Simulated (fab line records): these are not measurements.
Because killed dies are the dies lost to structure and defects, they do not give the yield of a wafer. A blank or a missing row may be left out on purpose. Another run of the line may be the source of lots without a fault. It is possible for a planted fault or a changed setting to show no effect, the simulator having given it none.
Split-lot study || flow n5_finfet || route with 1938 steps; 7 lots, 21 wafers read

SPLIT DETAILS
At N5_BEOL_M4_COAT_62 (time 60 s, resist thk 12 nm), the setting spin_rpm was moved away from the recipe's 1500 rpm on 6 of the 21 wafers read, by -10.7% to +6.2%. For the rest of the wafers, this setting stayed at what the recipe calls for.

FROM THE SPLIT TO THE READING: what the file shows between them, 4 steps
- N5_BEOL_M4_COAT_73: time 60 s, resist thk 5 nm
- N5_BEOL_M4_COAT_05: resist thk 30 nm
- N5_BEOL_M4_DESCUM_16: chemistry O2, time 7 s
- N5_BEOL_M4_ETCH_74: etches underlayer in N2/H2, target depth 6.5 nm, time 5.2 s

THE READING
etch.depth_nm (the simulator's own value, which no gauge read), in nm, at N5_BEOL_M4_ETCH_63 (etches SiARC in CF4, target depth 15.6 nm, time 26 s). There is no usual value for it anywhere in the file. Here, 15 wafers ran the recipe; their average is 12.00 nm with a standard deviation of 0.038 nm.

{"wafer": "L077.1", "tool, chamber at the split": "litho_track-03, 0", "spin_rpm as run, rpm": 1340, "against the recipe": "-10.7%", "etch.depth_nm, nm": 12.78, "against lot-mates on the recipe": "+0.76"}
{"wafer": "L077.2", "tool, chamber at the split": "litho_track-03, 0", "spin_rpm as run, rpm": 1500, "against the recipe": "recipe", "etch.depth_nm, nm": 12.02, "against lot-mates on the recipe": "-"}
{"wafer": "L077.4", "tool, chamber at the split": "litho_track-03, 0", "spin_rpm as run, rpm": 1340, "against the recipe": "-10.7%", "etch.depth_nm, nm": 12.73, "against lot-mates on the recipe": "+0.71"}
{"wafer": "L079.1", "tool, chamber at the split": "litho_track-04, 0", "spin_rpm as run, rpm": 1500, "against the recipe": "recipe", "etch.depth_nm, nm": 11.96, "against lot-mates on the recipe": "-"}
{"wafer": "L079.3", "tool, chamber at the split": "litho_track-04, 0", "spin_rpm as run, rpm": 1500, "against the recipe": "recipe", "etch.depth_nm, nm": 11.95, "against lot-mates on the recipe": "-"}
{"wafer": "L079.4", "tool, chamber at the split": "litho_track-04, 0", "spin_rpm as run, rpm": 1500, "against the recipe": "recipe", "etch.depth_nm, nm": 11.94, "against lot-mates on the recipe": "-"}
{"wafer": "L087.1", "tool, chamber at the split": "litho_track-01, 0", "spin_rpm as run, rpm": 1500, "against the recipe": "recipe", "etch.depth_nm, nm": 12.02, "against lot-mates on the recipe": "-"}
{"wafer": "L087.2", "tool, chamber at the split": "litho_track-01, 0", "spin_rpm as run, rpm": 1500, "against the recipe": "recipe", "etch.depth_nm, nm": 11.96, "against lot-mates on the recipe": "-"}
{"wafer": "L087.4", "tool, chamber at the split": "litho_track-01, 0", "spin_rpm as run, rpm": 1500, "against the recipe": "recipe", "etch.depth_nm, nm": 11.94, "against lot-mates on the recipe": "-"}
{"wafer": "L089.2", "tool, chamber at the split": "litho_track-04, 0", "spin_rpm as run, rpm": 1500, "against the recipe": "recipe", "etch.depth_nm, nm": 12.01, "against lot-mates on the recipe": "-"}
{"wafer": "L089.3", "tool, chamber at the split": "litho_track-04, 0", "spin_rpm as run, rpm": 1500, "against the recipe": "recipe", "etch.depth_nm, nm": 11.99, "against lot-mates on the recipe": "-"}
{"wafer": "L089.6", "tool, chamber at the split": "litho_track-04, 0", "spin_rpm as run, rpm": 1587, "against the recipe": "+5.8%", "etch.depth_nm, nm": 11.65, "against lot-mates on the recipe": -0.35}
{"wafer": "L093.3", "tool, chamber at the split": "litho_track-01, 0", "spin_rpm as run, rpm": 1500, "against the recipe": "recipe", "etch.depth_nm, nm": 12.04, "against lot-mates on the recipe": "-"}
{"wafer": "L093.5", "tool, chamber at the split": "litho_track-01, 0", "spin_rpm as run, rpm": 1500, "against the recipe": "recipe", "etch.depth_nm, nm": 12.03, "against lot-mates on the recipe": "-"}
{"wafer": "L093.6", "tool, chamber at the split": "litho_track-01, 0", "spin_rpm as run, rpm": 1500, "against the recipe": "recipe", "etch.depth_nm, nm": 12.03, "against lot-mates on the recipe": "-"}
{"wafer": "L092.2", "tool, chamber at the split": "litho_track-01, 0", "spin_rpm as run, rpm": 1500, "against the recipe": "recipe", "etch.depth_nm, nm": 11.99, "against lot-mates on the recipe": "-"}
{"wafer": "L092.4", "tool, chamber at the split": "litho_track-01, 0", "spin_rpm as run, rpm": 1434, "against the recipe": "-4.4%", "etch.depth_nm, nm": 12.27, "against lot-mates on the recipe": "+0.28"}
{"wafer": "L092.5", "tool, chamber at the split": "litho_track-01, 0", "spin_rpm as run, rpm": 1434, "against the recipe": "-4.4%", "etch.depth_nm, nm": 12.25, "against lot-mates on the recipe": "+0.26"}
{"wafer": "L096.3", "tool, chamber at the split": "litho_track-03, 0", "spin_rpm as run, rpm": 1500, "against the recipe": "recipe", "etch.depth_nm, nm": 12.03, "against lot-mates on the recipe": "-"}
{"wafer": "L096.4", "tool, chamber at the split": "litho_track-03, 0", "spin_rpm as run, rpm": 1593, "against the recipe": "+6.2%", "etch.depth_nm, nm": 11.67, "against lot-mates on the recipe": -0.38}
{"wafer": "L096.6", "tool, chamber at the split": "litho_track-03, 0", "spin_rpm as run, rpm": 1500, "against the recipe": "recipe", "etch.depth_nm, nm": 12.06, "against lot-mates on the recipe": "-"}

FIT RESULTS
A straight line over all 21 wafers: etch.depth_nm changes by -0.0661 nm for each +1% of spin_rpm; r = -0.99; the points scatter about the line by 0.044 nm.
The same after taking each lot's own level away (the mean of its wafers on the recipe; 21 wafers): -0.066 nm for each +1%; r = -1.00; scatter 0.023 nm.
That fit puts the effect of the largest move of spin_rpm on the reading at 0.7 nm.
From 11.950 to 12.045 nm: that is the span of the lots' own levels, equal to 2.5 times the standard deviation above.
So the lot-to-lot level changes the slope little: the two slopes agree.
Check: +0.681 nm against its lot-mates is what the line predicts for one of the wafers moved furthest among these (-10.7%) when that wafer is left out of the fit. Against them it came out at +0.76 nm.

OTHER SPLITS ON THESE WAFERS
These wafers also went through other splits before the reading. Each is held against what the fit with the lots' levels taken away leaves over:
{"other split on the same wafers": "N5_BEOL_M4_ILD_DEP_00 time_s", "wafers away from the commonest value": 8, "r with etch.depth_nm (lot level and that fit taken away)": "+0.29"}

THE WHOLE CHAIN: every reading that the file lists as answering this split, in the file's order
{"step": "N5_BEOL_M4_COAT_62", "what it does": "time 60 s, resist thk 12 nm", "reading": "SiARC_of_BEOL_M4_COAT_62.thk_nm (the simulator's own value, which no gauge read)", "change (the file's fit)": "-0.0693 nm for each +1% of the setting", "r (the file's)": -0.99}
{"step": "N5_BEOL_M4_ETCH_63", "what it does": "etches SiARC in CF4, target depth 15.6 nm, time 26 s", "reading": "etch.depth_nm (the simulator's own value, which no gauge read)", "change (the file's fit)": "-0.0652 nm for each +1% of the setting", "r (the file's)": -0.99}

THE FILE'S OWN FIT
etch.depth_nm changes by -0.0652 nm for each +1% of spin_rpm, r = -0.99.
